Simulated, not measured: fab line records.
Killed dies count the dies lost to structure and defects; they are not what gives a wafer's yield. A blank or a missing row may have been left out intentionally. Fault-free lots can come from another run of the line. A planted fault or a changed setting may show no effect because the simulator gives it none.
Split-lot trial | flow n5 finfet | 7 lots, 21 wafers read, on a route of 1938 steps

SPLIT DETAILS
At N5_BEOL_M13_EXPOSE_25 (exposes mask M13, target cd 210 nm), the setting dose mj was moved away from the recipe's 22 on 9 of the 21 wafers read, by -7.3% to +5.4%. This setting was run at the recipe's value on the other wafers.

FROM THE SPLIT TO THE READING: what the file shows between them, 3 steps
- N5_BEOL_M13_PEB_26: peb time 90 s
- N5_BEOL_M13_DEVELOP_27: develop time 45 s
- N5_BEOL_M13_HARDBAKE_32: time 120 s

THE READING
cd nm (nm) at N5_BEOL_M13_CD_MEAS_28, where the cd target is 209.5 nm. Typical for fault-free wafers on this fab line: 209.9 nm, with standard deviation 0.9 nm.

wafer  | tool, chamber at the split | dose mj as run | against the recipe | cd nm, nm | against lot-mates on the recipe
L075.1 | krf scanner-02, 0          | 22             | recipe             | 210.9     | -
L075.4 | krf scanner-02, 0          | 20.72          | -5.8%              | 204.9     | -5.3
L075.5 | krf scanner-02, 0          | 22             | recipe             | 209.6     | -
L079.4 | krf scanner-02, 0          | 22.79          | +3.6%              | 213.1     | +3.2
L079.5 | krf scanner-02, 0          | 22             | recipe             | 209.8     | -
L079.6 | krf scanner-02, 0          | 22             | recipe             | 210.1     | -
L085.2 | krf scanner-02, 0          | 22             | recipe             | 208.8     | -
L085.3 | krf scanner-02, 0          | 21.2           | -3.6%              | 206.6     | -2.2
L085.6 | krf scanner-02, 0          | 21.2           | -3.6%              | 205.8     | -3.0
L092.2 | krf scanner-02, 0          | 22.54          | +2.5%              | 211.0     | +2.1
L092.3 | krf scanner-02, 0          | 22.54          | +2.5%              | 210.5     | +1.6
L092.4 | krf scanner-02, 0          | 22             | recipe             | 208.9     | -
L093.4 | krf scanner-02, 0          | 22             | recipe             | 208.9     | -
L093.5 | krf scanner-02, 0          | 20.4           | -7.3%              | 201.9     | -7.0
L093.6 | krf scanner-02, 0          | 20.4           | -7.3%              | 201.4     | -7.5
L095.1 | krf scanner-02, 0          | 22             | recipe             | 210.3     | -
L095.4 | krf scanner-02, 0          | 22             | recipe             | 209.6     | -
L095.5 | krf scanner-02, 0          | 22             | recipe             | 211.5     | -
L097.2 | krf scanner-01, 0          | 22             | recipe             | 209.8     | -
L097.3 | krf scanner-01, 0          | 23.19          | +5.4%              | 214.1     | +4.3
L097.5 | krf scanner-01, 0          | 22             | recipe             | 209.8     | -

FIT RESULTS
A straight line over all 21 wafers: cd nm changes by +0.951 nm for each +1% of dose mj; r = +0.96; the points scatter about the line by 0.87 nm.
The same after taking each lot's own level away (the mean of its wafers on the recipe; 21 wafers): +0.899 nm for each +1%; r = +0.98; scatter 0.55 nm.
According to that fit, moving dose mj by its largest amount changes the reading by 6.5 nm.
From 208.80 to 210.47 nm: that is the span of the lots' own levels, equal to 1.9 times the standard deviation above.
So the lot-to-lot level changes the slope little: the two slopes agree.
Check: with one of the wafers moved furthest among these (-7.3%) left out of the fit, the line predicts -6.48 nm for it against its lot-mates. Against them it came out at -7 nm.

THESE WAFERS: OTHER SPLITS
Other splits were also applied to these wafers ahead of the reading. Each is held against what the fit with the lots' levels taken away leaves over:
other split on the same wafers | wafers away from the commonest value | r with cd nm (lot level and that fit taken away)
N5_BEOL_M12_SPUTTER_43 time s  | 7                                    | +0.10
N5_BEOL_M13_ETCH_59 time s     | 6                                    | -0.23

THE WHOLE CHAIN: every reading that the file lists as answering this split, in the file's order
step                       | what it does                                                    | reading                                                         | change (the file's fit)               | r (the file's)
N5_BEOL_M13_CD_MEAS_28     | target cd 209.5 nm                                              | cd nm                                                           | +0.896 nm for each +1% of the setting | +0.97
N5_BEOL_M13_DESCUM_33      | chemistry O2, time 7.9 s                                        | BEOL_M13.cd nm (the simulator's own value, which no gauge read) | +0.896 nm for each +1% of the setting | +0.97
N5_BEOL_M13_ETCH_68        | etches SOC in N2/H2, time 355 s                                 | BEOL_M13.cd nm (the simulator's own value, which no gauge read) | +0.927 nm for each +1% of the setting | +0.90
N5_BEOL_M13_TRENCH_ETCH_34 | etches SiOC in C4F8/O2/Ar, target depth 413.47 nm, time 162.6 s | BEOL_M13.cd nm (the simulator's own value, which no gauge read) | +0.944 nm for each +1% of the setting | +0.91

FILE'S OWN FIT
cd nm changes by +0.896 nm for each +1% of dose mj, r = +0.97.
